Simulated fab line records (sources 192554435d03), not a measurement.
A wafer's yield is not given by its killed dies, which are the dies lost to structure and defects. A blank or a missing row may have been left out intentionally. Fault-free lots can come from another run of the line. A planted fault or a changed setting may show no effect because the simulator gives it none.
fab line records	flow n5Finfet
[record] lots = 9	wafers = 27	lastDay = 16
route steps=1938 shown MOL_CONTACT_COAG@530 BEOL_M4@1111 PASSIVATION@1936
lots untouched by any fault: they come from a run of this same line in which no faults occurred
startH: start of the lot's first displayed wafer, in hours after the record's first day	waitH: time in hours since the lot's previous step	" unchanged from the row above	L1.1+2: a single row standing in for several wafers	- either no value or no given start	* or withheld: withheld	< > ~ a bound
route shown NAME@n: names a module that has steps shown in the file, with the first one's number in the route	usual: mean/standard deviation of fault-free wafers	same: alike in all rows	chamber/n: place in a boat	sites: readings site by site	_std_site: the standard deviation of these	_edge_site: mean of outer sites minus mean of inner sites	radiusMm: for every site, how far away it sits from the centre of the wafer	mask NAME#n: copy n	behind: the last tool/chamber to shape the wafer	hold: reason for holding the lot/hours on hold/outcome of the hold	device: whichever transistor did not switch (one of n, p or np)	end of line: the same wafers' tests at the end of the route	a step given without rows: its recipe and nothing more	killed: not the wafer's yield, but the dies lost to structure and defects at the first sort	map: per-die view of a wafer (x killed, . not killed, _ where there is no die)
set.NAME: setting as actually run; set.NAME@STEP: the setting as run at that earlier step	model.NAME: the simulator's own value behind a step, which no gauge read
steps of the route over a sample of lots; a table a step, a row a wafer
services: from which hour (startH, from the record's first day; less than 0 if before it) a tool's chamber was out of use, for how many hours, and why
[[steps]]
[step N5_MOL_CONTACT_COAG_ETCH_59]
[recipe] chemistry = N2/H2	target = underlayer	targetDepthA = 130	maskMaterial = CAR-EUV	timeS = 10.4	ionEnergyEv = 200	pressureMtorr = 30	sourceW = 840	biasW = 150	n2FlowSccm = 200	h2FlowSccm = 200	ends = cleared
[usual] drypumpMotorCurrentA = 5.6/0.42	etchRfOnTimeS = 10.33/0.25	oesProductAu = 0.66/0.072	rfVppV = 523.6/2.6	showerheadPlenumPTorr = 2.53/0.084	throttleValvePct = 17.78/0.21
lot.wafer	tool	chamber	startH	waitH	drypumpMotorCurrentA	etchRfOnTimeS	oesProductAu	rfHoursCounterH	rfVppV	showerheadPlenumPTorr	throttleValvePct
L894.3	rieDiel-03	3	132.63	0.0	5.6	10.30	0.78	22	522.2	2.49	17.70
L894.5	"	3	"	"	5.6	10.32	0.78	-	523.0	2.49	17.69
L894.6	"	0	"	"	6.1	10.10	0.71	-	522.9	2.46	17.71
L895.1	rieDiel-05	0	137.37	0.0	5.7	10.27	0.63	179	523.7	2.52	17.84
L895.2	"	1	"	"	5.2	10.32	0.63	171	524.8	2.53	17.93
L895.5	"	2	"	"	5.7	10.24	0.65	-	525.1	2.63	17.49
L896.2	rieDiel-06	1	142.93	0.0	5.4	10.15	0.67	122	523.3	2.54	17.42
L896.3	"	2	"	"	5.7	10.83	0.57	244	519.4	2.40	17.88
L896.4	"	3	"	"	6.4	10.33	0.62	182	520.6	2.42	17.76
L900.1	rieDiel-06	0	168.13	0.0	5.0	10.66	0.60	230	526.5	2.61	18.06
L900.5	"	0	"	"	5.0	10.71	0.60	-	526.7	2.61	18.06
L900.6	"	1	"	"	5.4	10.11	0.67	-	523.1	2.54	17.42
L902.2	rieDiel-05	3	181.43	0.0	5.2	9.90	0.79	15	522.0	2.49	17.87
L902.5	"	3	"	"	5.2	9.94	0.80	-	522.5	2.49	17.87
L902.6	"	0	"	"	5.7	10.13	0.63	-	522.4	2.52	17.88
L903.1	rieDiel-06	1	184.36	0.0	5.4	10.25	0.65	141	523.8	2.54	17.45
L903.3	"	2	"	"	5.7	10.73	0.83	1	530.8	2.72	17.50
L903.4	"	3	"	"	6.5	10.52	0.60	202	518.8	2.41	17.77
L904.1	rieDiel-06	3	189.78	0.0	6.5	10.36	0.61	204	520.7	2.41	17.77
L904.2	"	2	"	"	5.7	10.59	0.81	3	527.7	2.72	17.49
L904.6	"	2	"	"	5.6	10.63	0.81	-	527.5	2.72	17.52
L907.3	rieDiel-05	3	212.51	0.0	5.2	9.98	0.77	27	521.5	2.48	17.91
L907.4	"	2	"	"	5.7	10.26	0.64	196	524.5	2.62	17.54
L907.5	"	0	"	"	5.7	10.17	0.62	-	524.4	2.52	17.90
L908.1	rieDiel-06	2	213.59	0.0	5.7	10.61	0.79	10	528.3	2.72	17.54
L908.2	"	1	"	"	5.4	10.18	0.66	150	525.2	2.53	17.47
L908.6	"	3	"	"	6.4	10.42	0.60	-	520.1	2.41	17.79
[step N5_MOL_CONTACT_COAG_IMPLANT_129]
[recipe] species = Ge	energyKev = 3	doseCm2 = 6e+14	tiltDeg = 0	rotationDeg = 0
[usual] beamEnergyKeV = 3.0001/0.00093	beamOnS = 35.7/1.3	faradayCurrentUA = 2118/74
lot.wafer	tool	chamber	startH	waitH	beamEnergyKeV	beamOnS	faradayCurrentUA
L894.3	implanter-01	-	133.08	0.1	-	-	-
L894.5	"	-	"	"	-	-	-
L894.6	"	-	"	"	-	-	-
L895.1	implanter-02	-	137.77	0.0	-	-	-
L895.2	"	-	"	"	-	-	-
L895.5	"	-	"	"	-	-	-
L896.2	implanter-01	-	143.36	0.1	-	-	-
L896.3	"	-	"	"	-	-	-
L896.4	"	-	"	"	-	-	-
L900.1	implanter-02	0	168.52	0.0	2.9989	37.4	2012
L900.5	"	0	"	"	2.9995	37.8	2009
L900.6	"	0	"	"	2.9988	36.8	2054
L902.2	implanter-02	0	181.87	0.1	3.0013	37.7	2013
L902.5	"	0	"	"	2.9999	36.4	2073
L902.6	"	0	"	"	3.0000	36.1	2092
L903.1	implanter-01	0	184.75	0.0	3.0005	34.6	2173
L903.3	"	0	"	"	3.0003	33.9	2224
L903.4	"	0	"	"	2.9996	34.5	2192
L904.1	implanter-02	0	190.17	0.0	3.0024	37.1	2031
L904.2	"	0	"	"	3.0017	36.9	2046
L904.6	"	0	"	"	3.0011	36.6	2067
L907.3	implanter-02	0	212.96	0.1	3.0000	36.0	2093
L907.4	"	0	"	"	2.9998	36.6	2056
L907.5	"	0	"	"	2.9985	36.9	2055
L908.1	implanter-02	0	213.98	0.0	3.0013	35.4	2140
L908.2	"	0	"	"	3.0005	35.5	2125
L908.6	"	0	"	"	2.9994	37.3	2023
[step N5_MOL_CONTACT_COAG_TI_SIL_19]
[recipe] material = Ti	targetThkA = 42	tempC = 200	chamberPressurePa = 5	powerW = 5000	timeS = 15
[usual] throttleValvePct = 30.2/1.1
lot.wafer	tool	chamber	startH	waitH	throttleValvePct
L894.3	pvdSputter-03	-	133.48	0.2	31.8
L894.5	"	-	"	"	28.4
L894.6	"	-	"	"	30.2
L895.1	pvdSputter-03	-	139.52	0.5	28.5
L895.2	"	-	"	"	30.4
L895.5	"	-	"	"	31.6
L896.2	pvdSputter-01	-	143.81	0.2	29.5
L896.3	"	-	"	"	31.1
L896.4	"	-	"	"	30.9
L900.1	pvdSputter-03	-	169.92	0.3	29.2
L900.5	"	-	"	"	29.4
L900.6	"	-	"	"	31.8
L902.2	pvdSputter-02	-	182.42	0.2	29.9
L902.5	"	-	"	"	29.1
L902.6	"	-	"	"	30.6
L903.1	pvdSputter-02	-	185.50	0.2	29.0
L903.3	"	-	"	"	30.1
L903.4	"	-	"	"	31.4
L904.1	pvdSputter-01	-	190.82	0.4	30.9
L904.2	"	-	"	"	31.0
L904.6	"	-	"	"	31.6
L907.3	pvdSputter-03	-	213.54	0.3	29.1
L907.4	"	-	"	"	30.2
L907.5	"	-	"	"	29.1
L908.1	pvdSputter-02	-	215.83	0.3	30.1
L908.2	"	-	"	"	29.1
L908.6	"	-	"	"	30.6
[step N5_MOL_CONTACT_COAG_CO_FILL_22]
[recipe] material = Co	targetThkA = 200	tempC = 200	precursor = CCTBA/H2	pressureTorr = 30
[usual] heaterPowerW = 233/9.7
lot.wafer	tool	chamber	startH	waitH	heaterPowerW
L894.3	cvdCo-02	0	136.93	0.4	237
L894.5	"	0	"	"	232
L894.6	"	2	"	"	237
L895.1	cvdCo-01	0	140.96	0.1	247
L895.2	"	2	"	"	220
L895.5	"	0	"	"	249
L896.2	cvdCo-02	1	145.37	0.1	222
L896.3	"	2	"	"	241
L896.4	"	2	"	"	240
L900.1	cvdCo-02	0	171.54	0.1	236
L900.5	"	0	"	"	234
L900.6	"	2	"	"	235
L902.2	cvdCo-02	2	183.53	0.1	239
L902.5	"	2	"	"	244
L902.6	"	1	"	"	224
L903.1	cvdCo-02	1	186.59	0.1	224
L903.3	"	2	"	"	240
L903.4	"	0	"	"	235
L904.1	cvdCo-02	0	192.24	0.1	233
L904.2	"	1	"	"	225
L904.6	"	2	"	"	243
L907.3	cvdCo-02	0	216.18	0.1	240
L907.4	"	2	"	"	236
L907.5	"	1	"	"	223
L908.1	cvdCo-02	0	217.12	0.2	237
L908.2	"	1	"	"	223
L908.6	"	2	"	"	243
[step N5_BEOL_M4_RC_MEAS_101]
[usual] DIBL_N = 35.8/1.8	DIBL_P = 35.6/2	IOFF_N = 0.148/0.028	IOFF_P = 0.20/0.034	ION_N = 672/12	ION_P = 462/8.5	RC_DENSE_N = 19.0/0.52	RC_DENSE_P = 23.8/0.64	RC_N = 15.5/0.41	RC_P = 19.4/0.5	REXT_N = 75.5/1.9	REXT_P = 100.4/2.1	SS_N = 71.2/0.65	SS_P = 73.1/0.67	VT_N = 251/3.3	VT_P = -251/3.8
lot.wafer	tool	chamber	startH	waitH	DIBL_N[mV/V]	DIBL_P[mV/V]	IOFF_N[nA/um]	IOFF_P[nA/um]	ION_N[uA/um]	ION_P[uA/um]	RC_DENSE_N[ohm.um]	RC_DENSE_P[ohm.um]	RC_N[ohm.um]	RC_P[ohm.um]	REXT_N[ohm.um]	REXT_P[ohm.um]	SS_N[mV/dec]	SS_P[mV/dec]	VT_N[mV]	VT_P[mV]
L894.3	prober-01	0	202.41	0.3	38.1	36.8	0.191	0.26	670	468	40.4	50.1	32.6	41.3	91.9	119.1	71.9	72.9	247	-244
L894.5	"	0	"	"	37.8	36.6	0.178	0.26	664	463	40.0	50.8	32.9	41.1	93.3	120.3	71.9	73.2	247	-242
L894.6	"	0	"	"	37.9	36.3	0.174	0.23	663	456	40.3	50.2	32.9	41.0	92.6	119.8	71.4	73.2	248	-246
L895.1	prober-01	0	204.22	0.0	33.9	31.6	0.107	0.17	632	447	39.6	49.5	32.0	40.7	89.5	118.5	70.5	72.6	255	-251
L895.2	"	0	"	"	36.2	35.5	0.157	0.23	660	461	41.8	52.5	33.7	42.7	91.1	120.3	71.4	73.2	250	-246
L895.5	"	0	"	"	36.4	35.4	0.153	0.22	646	449	40.9	51.5	33.3	42.0	90.2	120.2	71.6	73.1	250	-247
L896.2	prober-02	0	218.26	0.2	34.6	34.3	0.121	0.19	641	445	41.0	51.4	33.3	41.8	92.7	121.5	70.1	73.5	253	-249
L896.3	"	0	"	"	35.9	35.7	0.136	0.21	652	454	41.0	50.8	33.4	41.2	91.4	120.9	71.3	72.8	252	-247
L896.4	"	0	"	"	35.2	34.7	0.137	0.19	656	456	39.3	48.9	32.0	40.2	89.1	120.0	70.8	72.4	250	-249
L900.1	prober-02	0	247.13	0.0	39.7	38.6	0.244	0.31	677	467	19.1	24.2	15.6	19.7	73.9	99.7	73.2	74.3	245	-242
L900.5	"	0	"	"	36.7	35.2	0.162	0.25	668	468	18.8	24.0	15.4	19.4	75.3	99.6	72.6	73.2	252	-243
L900.6	"	0	"	"	38.2	37.0	0.192	0.27	669	459	18.7	23.5	15.2	19.1	75.7	98.9	72.4	74.0	248	-248
L902.2	prober-02	0	262.13	0.2	32.9	33.5	0.126	0.21	676	472	18.2	23.0	14.8	18.8	74.6	99.5	70.3	73.4	251	-248
L902.5	"	0	"	"	35.7	35.7	0.171	0.24	688	475	18.3	22.9	14.9	18.8	73.1	100.3	71.7	74.5	247	-245
L902.6	"	0	"	"	34.3	34.1	0.139	0.22	684	471	19.0	23.7	15.2	19.4	73.2	99.3	71.1	73.3	252	-244
L903.1	prober-01	0	262.51	0.0	37.7	38.3	0.189	0.22	685	463	19.0	24.0	15.5	19.6	72.7	102.6	71.8	74.0	249	-252
L903.3	"	0	"	"	34.0	33.9	0.121	0.17	668	460	18.7	23.6	15.2	19.2	74.0	101.8	71.3	72.1	255	-254
L903.4	"	0	"	"	33.2	32.5	0.106	0.14	656	452	18.7	23.6	15.3	19.4	74.7	102.6	70.4	72.6	255	-257
L904.1	prober-02	0	264.20	0.0	38.4	39.2	0.153	0.18	669	448	19.3	23.9	15.8	19.2	76.9	97.9	71.5	74.0	255	-254
L904.2	"	0	"	"	32.6	32.9	0.076	0.12	626	430	18.9	23.3	15.5	19.1	77.3	97.1	70.0	71.7	266	-260
L904.6	"	0	"	"	36.1	37.3	0.117	0.16	662	449	19.0	23.3	15.3	19.0	76.7	96.8	70.3	73.5	259	-257
L907.3	prober-02	0	283.24	0.3	36.4	33.2	0.145	0.16	671	454	18.4	23.2	15.2	19.0	77.7	101.7	71.8	73.0	253	-257
L907.4	"	0	"	"	39.3	36.0	0.208	0.19	659	443	19.0	23.7	15.4	19.6	78.7	103.4	72.7	73.9	249	-253
L907.5	"	0	"	"	37.4	35.8	0.170	0.20	685	459	19.6	25.1	16.2	20.3	79.0	103.1	71.3	73.8	249	-250
L908.1	prober-01	0	290.31	0.0	38.6	41.2	0.200	0.27	678	464	19.0	23.7	15.4	19.2	72.8	99.9	72.5	74.2	245	-247
L908.2	"	0	"	"	37.8	39.5	0.181	0.24	684	462	18.7	23.3	15.2	19.1	72.3	100.9	71.2	73.9	247	-249
L908.6	"	0	"	"	38.0	39.9	0.183	0.25	682	472	18.7	23.7	15.3	19.3	72.9	99.0	72.0	74.1	250	-247
[step N5_PASSIVATION_PROBE_49]
[usual] defectLimitedYield = 91.3/1.5	killed_at_M0_to_M3 = 34/11	killed_at_M4_up = 14/6.1	killedAtContacts = 12/5.9	killedAtFrontEnd = 39/11	killedAtOther = 4/3.3	killedDies = 102/18	killedOpen = 67/13	killedShort = 33/7.9	sort_bin_5_function = 5.1/1	sort_bin_6_memory = 3.3/0.7	sort_bin_8_speed = 0.1/0.69	sortNPass = 1077/19	sortYieldPct = 91.3/1.6
[same] grossDies = 1180	killedAtBackSide = 0	sort_bin_4_leakage[%] = 0
lot.wafer	tool	chamber	startH	waitH	defectLimitedYield[%]	killed_at_M0_to_M3	killed_at_M4_up	killedAtContacts	killedAtFrontEnd	killedAtOther	killedDies	killedOpen	killedShort	sort_bin_5_function[%]	sort_bin_6_memory[%]	sort_bin_8_speed[%]	sortNPass	sortYieldPct[%]
L894.3	prober-01	-	298.52	0.1	93.3	10	15	9	37	8	79	58	19	3.6	2.9	0	1101	93.3
L894.5	prober-01	-	298.62	0.2	93.1	17	13	4	41	6	81	54	25	3.8	3.0	0	1099	93.1
L894.6	prober-01	-	298.67	0.3	89.9	23	26	12	56	2	119	74	43	5.8	4.0	0	1061	89.9
L895.1	prober-01	-	306.55	0.0	91.0	38	11	12	41	4	106	70	36	5.0	3.8	3.1	1037	87.9
L895.2	prober-01	-	306.60	0.1	91.7	21	19	12	40	6	98	71	27	5.2	3.0	0	1082	91.7
L895.5	prober-01	-	306.75	0.2	89.4	29	24	10	60	2	125	96	29	6.4	4.1	0	1055	89.4
L896.2	prober-01	-	322.07	0.1	92.1	30	17	11	27	8	93	56	32	4.9	2.7	0.1	1086	92.0
L896.3	prober-01	-	322.12	0.1	91.6	44	12	8	33	2	99	62	33	5.3	2.9	0	1081	91.6
L896.4	prober-01	-	322.17	0.2	91.1	33	11	17	44	0	105	67	37	5.2	3.6	0	1075	91.1
L900.1	prober-02	-	348.20	0.0	91.5	23	11	12	45	9	100	64	35	5.3	2.9	0	1080	91.5
L900.5	prober-02	-	348.40	0.2	93.8	36	7	5	20	5	73	46	27	3.9	1.9	0	1107	93.8
L900.6	prober-02	-	348.45	0.3	92.3	25	21	3	35	7	91	58	30	5.1	2.6	0	1089	92.3
L902.2	prober-01	-	360.56	0.1	93.2	21	4	11	43	1	80	52	26	3.4	3.1	0	1100	93.2
L902.5	prober-01	-	360.71	0.2	92.6	30	5	13	37	2	87	66	16	4.7	2.3	0	1093	92.6
L902.6	prober-01	-	360.76	0.3	91.9	32	13	24	24	3	96	65	28	4.3	3.5	0	1084	91.9
L904.1	prober-01	-	370.04	0.0	90.8	34	14	12	43	5	108	61	46	4.3	4.3	0	1072	90.8
L904.2	prober-01	-	370.09	0.1	92.8	20	14	10	33	8	85	46	33	4.2	2.7	8.3	997	84.5
L904.6	prober-01	-	370.29	0.3	90.9	35	22	15	32	3	107	73	32	4.6	4.2	0	1073	90.9
L903.1	prober-02	-	376.29	0.0	88.8	15	30	33	45	9	132	83	42	7.0	3.5	0	1048	88.8
L903.3	prober-02	-	376.39	0.1	90.2	18	29	17	45	7	116	83	27	5.8	3.3	0	1064	90.2
L903.4	prober-02	-	376.44	0.2	89.5	46	15	6	56	1	124	83	38	6.9	3.3	0	1056	89.5
L907.3	prober-02	-	386.02	0.1	92.5	19	25	16	25	4	89	61	28	4.5	2.7	0	1091	92.5
L907.4	prober-02	-	386.07	0.2	91.6	29	11	27	30	2	99	77	22	5.1	3.1	0	1081	91.6
L907.5	prober-02	-	386.12	0.2	91.0	32	20	30	23	1	106	69	36	5.7	3.0	0	1074	91.0
L908.1	prober-01	-	386.67	0.0	93.9	36	3	6	25	2	72	43	29	3.4	2.6	0	1108	93.9
L908.2	prober-01	-	386.72	0.1	93.6	32	10	11	20	2	75	53	22	3.8	2.5	0	1105	93.6
L908.6	prober-01	-	386.92	0.3	89.7	36	5	22	54	4	121	74	43	5.8	4.0	0	1059	89.7
// killed by level:class
L894.3 FIN_SAQP:geometricParticle:open=10 STI_FIN_REVEAL:geometricParticle:open=9 MOL_CONTACT_COAG:geometricParticle:open=8 PASS1_CAP:geometricParticle:open=4 STARTING-WAFER:geometricParticle:open=4 STARTING-WAFER:geometricParticle:short=4 FIN_SAQP:geometricParticle:short=3 BEOL_M1:geometricParticle:open=3
L894.5 FIN_SAQP:geometricParticle:open=14 STI_FIN_REVEAL:geometricParticle:open=11 FIN_SAQP:geometricParticle:short=5 MOL_CONTACT_COAG:geometricParticle:open=4 BEOL_M1:geometricParticle:open=4 BEOL_M3:geometricParticle:open=3 BEOL_M2:geometricParticle:short=3 BEOL_M5:geometricParticle:open=3
L894.6 STI_FIN_REVEAL:geometricParticle:open=14 FIN_SAQP:geometricParticle:open=13 FIN_SAQP:geometricParticle:short=9 BEOL_M4:geometricParticle:short=8 BEOL_M5:geometricParticle:open=8 MOL_CONTACT_COAG:geometricParticle:open=7 BEOL_M1:geometricParticle:open=6 MOL_CONTACT_COAG:geometricParticle:short=5
L895.1 MOL_CONTACT_COAG:geometricParticle:open=11 STI_FIN_REVEAL:geometricParticle:open=8 BEOL_M4:geometricParticle:open=8 FIN_SAQP:geometricParticle:short=7 BEOL_M0_SAQP:geometricParticle:short=7 BEOL_M2:geometricParticle:open=7 GATE_CUT:geometricParticle:short=6 BEOL_M3:geometricParticle:open=6
L895.2 MOL_CONTACT_COAG:geometricParticle:open=10 FIN_SAQP:geometricParticle:open=9 BEOL_M5:geometricParticle:open=9 BEOL_M3:geometricParticle:open=7 STARTING-WAFER:geometricParticle:open=6 STI_FIN_REVEAL:geometricParticle:open=5 FIN_SAQP:geometricParticle:short=3 DUMMY_GATE:geometricParticle:open=3
L895.5 FIN_SAQP:geometricParticle:open=25 BEOL_M4:geometricParticle:open=16 STI_FIN_REVEAL:geometricParticle:open=15 BEOL_M3:geometricParticle:open=13 BEOL_M0_SAQP:geometricParticle:short=8 FIN_SAQP:geometricParticle:short=7 MOL_CONTACT_COAG:geometricParticle:open=6 MOL_CONTACT_COAG:geometricParticle:short=4
L896.2 FIN_SAQP:geometricParticle:open=8 MOL_CONTACT_COAG:geometricParticle:open=7 BEOL_M0_SAQP:geometricParticle:open=7 BEOL_M3:geometricParticle:open=7 BEOL_M0_SAQP:geometricParticle:short=6 BEOL_M2:geometricParticle:open=5 PAD_METAL:geometricParticle:short=5 FIN_SAQP:geometricParticle:short=4
L896.3 BEOL_M3:geometricParticle:open=11 BEOL_M0_SAQP:geometricParticle:open=10 BEOL_M0_SAQP:geometricParticle:short=8 FIN_SAQP:geometricParticle:open=7 FIN_SAQP:geometricParticle:short=7 GATE_CUT:geometricParticle:short=4 MOL_CONTACT_COAG:geometricParticle:open=4 BEOL_M1:geometricParticle:open=4
L896.4 MOL_CONTACT_COAG:geometricParticle:open=14 GATE_CUT:geometricParticle:short=11 BEOL_M0_SAQP:geometricParticle:open=9 BEOL_M0_SAQP:geometricParticle:short=8 BEOL_M3:geometricParticle:open=7 STI_FIN_REVEAL:geometricParticle:open=6 GATE_CUT:geometricParticle:open=6 FIN_SAQP:geometricParticle:short=5
L900.1 STI_FIN_REVEAL:geometricParticle:open=11 MOL_CONTACT_COAG:geometricParticle:open=9 FIN_SAQP:geometricParticle:short=8 BEOL_M4:geometricParticle:open=7 GATE_CUT:geometricParticle:short=6 BEOL_M0_SAQP:geometricParticle:short=6 STARTING-WAFER:geometricParticle:open=6 FIN_SAQP:geometricParticle:open=5
L900.5 BEOL_M3:geometricParticle:open=10 BEOL_M1:geometricParticle:open=7 GATE_CUT:geometricParticle:short=5 BEOL_M2:geometricParticle:open=5 MOL_CONTACT_COAG:geometricParticle:open=4 BEOL_M0_SAQP:geometricParticle:short=4 BEOL_M3:geometricParticle:short=4 STI_FIN_REVEAL:geometricParticle:open=3
L900.6 FIN_SAQP:geometricParticle:open=7 STI_FIN_REVEAL:geometricParticle:open=7 BEOL_M0_SAQP:geometricParticle:open=6 BEOL_M1:geometricParticle:open=6 BEOL_M4:geometricParticle:short=6 BEOL_M2:geometricParticle:open=5 BEOL_M4:geometricParticle:open=5 FIN_SAQP:geometricParticle:short=4
L902.2 DUMMY_GATE:geometricParticle:open=9 MOL_CONTACT_COAG:geometricParticle:open=9 STI_FIN_REVEAL:geometricParticle:open=7 BEOL_M3:geometricParticle:open=7 GATE_CUT:geometricParticle:short=6 GATE_CUT:geometricParticle:open=5 FIN_SAQP:geometricParticle:short=4 DUMMY_GATE:geometricParticle:short=3
L902.5 BEOL_M3:geometricParticle:open=13 MOL_CONTACT_COAG:geometricParticle:open=11 DUMMY_GATE:geometricParticle:open=10 BEOL_M0_SAQP:geometricParticle:open=6 STI_FIN_REVEAL:geometricParticle:open=5 GATE_CUT:geometricParticle:short=5 FIN_SAQP:geometricParticle:open=4 GATE_CUT:geometricParticle:open=4
L902.6 MOL_CONTACT_COAG:geometricParticle:open=20 BEOL_M3:geometricParticle:open=14 STI_FIN_REVEAL:geometricParticle:open=6 BEOL_M4:geometricParticle:open=5 DUMMY_GATE:geometricParticle:open=4 MOL_CONTACT_COAG:geometricParticle:short=4 BEOL_M4:geometricParticle:short=4 GATE_CUT:geometricParticle:short=3
L904.1 FIN_SAQP:geometricParticle:short=16 BEOL_M0_SAQP:geometricParticle:open=11 BEOL_M0_SAQP:geometricParticle:short=9 DUMMY_GATE:geometricParticle:open=7 MOL_CONTACT_COAG:geometricParticle:open=7 FIN_SAQP:geometricParticle:open=6 MOL_CONTACT_COAG:geometricParticle:short=5 BEOL_M2:geometricParticle:open=5
L904.2 MOL_CONTACT_COAG:geometricParticle:open=8 FIN_SAQP:geometricParticle:short=7 STI_FIN_REVEAL:geometricParticle:open=7 BEOL_M5:geometricParticle:open=6 BEOL_M0_SAQP:geometricParticle:short=5 FIN_SAQP:geometricParticle:open=4 STARTING-WAFER:geometricParticle:short=4 GATE_CUT:geometricParticle:short=3
L904.6 MOL_CONTACT_COAG:geometricParticle:open=13 FIN_SAQP:geometricParticle:short=9 BEOL_M1:geometricParticle:open=8 BEOL_M0_SAQP:geometricParticle:open=7 FIN_SAQP:geometricParticle:open=6 BEOL_M2:geometricParticle:open=6 BEOL_M0_SAQP:geometricParticle:short=5 BEOL_M0:geometricParticle:open=5
L903.1 MOL_CONTACT_COAG:geometricParticle:open=23 MOL_CONTACT_COAG:geometricParticle:short=10 BEOL_M4:geometricParticle:open=10 FIN_SAQP:geometricParticle:short=9 STI_FIN_REVEAL:geometricParticle:open=9 DUMMY_GATE:geometricParticle:open=8 BEOL_M2:geometricParticle:open=7 FIN_SAQP:geometricParticle:open=6
L903.3 MOL_CONTACT_COAG:geometricParticle:open=15 BEOL_M4:geometricParticle:open=14 FIN_SAQP:geometricParticle:open=13 STI_FIN_REVEAL:geometricParticle:open=6 BEOL_M3:geometricParticle:open=6 DUMMY_GATE:geometricParticle:open=5 BEOL_M4:geometricParticle:short=4 FIN_SAQP:geometricParticle:short=3
L903.4 STI_FIN_REVEAL:geometricParticle:open=23 BEOL_M2:geometricParticle:open=11 STI_FIN_REVEAL:geometricParticle:short=9 BEOL_M3:geometricParticle:open=9 FIN_SAQP:geometricParticle:short=8 BEOL_M4:geometricParticle:open=8 FIN_SAQP:geometricParticle:open=6 BEOL_M0_SAQP:geometricParticle:open=6
L907.3 BEOL_M4:geometricParticle:open=15 MOL_CONTACT_COAG:geometricParticle:open=11 FIN_SAQP:geometricParticle:open=7 BEOL_M3:geometricParticle:open=7 FIN_SAQP:geometricParticle:short=5 MOL_CONTACT_COAG:geometricParticle:short=5 BEOL_M0_SAQP:geometricParticle:open=3 BEOL_M1:geometricParticle:open=3
L907.4 MOL_CONTACT_COAG:geometricParticle:open=23 FIN_SAQP:geometricParticle:open=14 BEOL_M1:geometricParticle:open=10 BEOL_M0_SAQP:geometricParticle:open=8 BEOL_M4:geometricParticle:open=7 MOL_CONTACT_COAG:geometricParticle:short=4 BEOL_M0_SAQP:geometricParticle:short=4 DUMMY_GATE:geometricParticle:open=3
L907.5 MOL_CONTACT_COAG:geometricParticle:open=21 MOL_CONTACT_COAG:geometricParticle:short=9 BEOL_M3:geometricParticle:open=8 BEOL_M4:geometricParticle:open=8 FIN_SAQP:geometricParticle:short=6 BEOL_M2:geometricParticle:open=6 BEOL_M0:geometricParticle:open=5 FIN_SAQP:geometricParticle:open=4
L908.1 BEOL_M0_SAQP:geometricParticle:short=10 BEOL_M1:geometricParticle:open=7 BEOL_M0_SAQP:geometricParticle:open=6 STI_FIN_REVEAL:geometricParticle:open=4 MOL_CONTACT_COAG:geometricParticle:open=4 STARTING-WAFER:geometricParticle:open=4 FIN_SAQP:geometricParticle:open=3 FIN_SAQP:geometricParticle:short=3
L908.2 BEOL_M0_SAQP:geometricParticle:short=10 MOL_CONTACT_COAG:geometricParticle:open=9 BEOL_M0_SAQP:geometricParticle:open=7 BEOL_M1:geometricParticle:open=6 DUMMY_GATE:geometricParticle:open=5 FIN_SAQP:geometricParticle:open=4 FIN_SAQP:geometricParticle:short=3 STI_FIN_REVEAL:geometricParticle:open=3
L908.6 FIN_SAQP:geometricParticle:open=16 BEOL_M0_SAQP:geometricParticle:short=16 BEOL_M0_SAQP:geometricParticle:open=15 MOL_CONTACT_COAG:geometricParticle:open=15 STI_FIN_REVEAL:geometricParticle:open=11 GATE_CUT:geometricParticle:short=6 FIN_SAQP:geometricParticle:short=6 DUMMY_GATE:geometricParticle:open=5
[[services]]
tool	chamber	startH	hours	kind
cvdCo-02	-	114.65	2.8	pm
implanter-01	-	116.79	2.2	repair
rieDiel-03	1	121.14	-	clean
rieDiel-03	1	121.14	-	consumableReplace:focusRing
rieDiel-03	1	121.14	33.9	scheduledDown
rieDiel-03	1	121.14	33.9	ventCycle
rieDiel-05	3	128.67	-	clean
rieDiel-05	3	128.67	-	consumableReplace:focusRing
rieDiel-05	3	128.67	11.6	scheduledDown
rieDiel-05	3	128.67	11.6	ventCycle
cvdCo-01	2	143.50	16.4	repair
rieDiel-06	2	158.01	-	clean
rieDiel-06	2	158.01	-	consumableReplace:focusRing
rieDiel-06	2	158.01	-	consumableReplace:showerhead
rieDiel-06	2	158.01	24.5	scheduledDown
rieDiel-06	2	158.01	24.5	ventCycle
cvdCo-01	-	164.81	14.6	pm
implanter-01	-	168.30	3.2	repair
rieDiel-05	2	169.34	16.3	repair
rieDiel-05	0	170.33	5.8	repair
implanter-01	-	178.07	1.8	repair
implanter-02	-	186.32	3.1	repair
cvdCo-01	-	212.47	5.0	repair
[[key]]
[firstSign] step = N5_MOL_CONTACT_COAG_IMPLANT_129	reading = toolRecord	direction = missing
[effect] step = N5_BEOL_M4_RC_MEAS_101	reading = RC_P	direction = up	sigmas = 44	usual = 19.4	struck = 41.3
[effect] step = N5_BEOL_M4_RC_MEAS_101	reading = RC_N	direction = up	sigmas = 43	usual = 15.5	struck = 32.9
[effect] step = N5_BEOL_M4_RC_MEAS_101	reading = RC_DENSE_P	direction = up	sigmas = 42	usual = 23.8	struck = 50.6
[effect] step = N5_BEOL_M4_RC_MEAS_101	reading = RC_DENSE_N	direction = up	sigmas = 41	usual = 19.0	struck = 40.5
[effect] step = N5_BEOL_M4_RC_MEAS_101	reading = REXT_P	direction = up	sigmas = 9.4	usual = 100.4	struck = 120.1
[effect] step = N5_BEOL_M4_RC_MEAS_101	reading = REXT_N	direction = up	sigmas = 8.2	usual = 75.5	struck = 91.3
[effect] step = N5_BEOL_M4_RC_MEAS_101	reading = ION_N	direction = down	sigmas = 1.5	usual = 672	struck = 654
metAt N5_MOL_CONTACT_COAG_IMPLANT_129
struckLots L894,L895,L896
notActingAt N5_MOL_CONTACT_COAG_ETCH_59,N5_MOL_CONTACT_COAG_TI_SIL_19,N5_MOL_CONTACT_COAG_CO_FILL_22
[fault] kind = skippedStepWhole	tool = implanter-01,implanter-02	chamber = -	onsetH = 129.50	steps = N5_MOL_CONTACT_COAG_IMPLANT_129	scope = struckLotsOnly
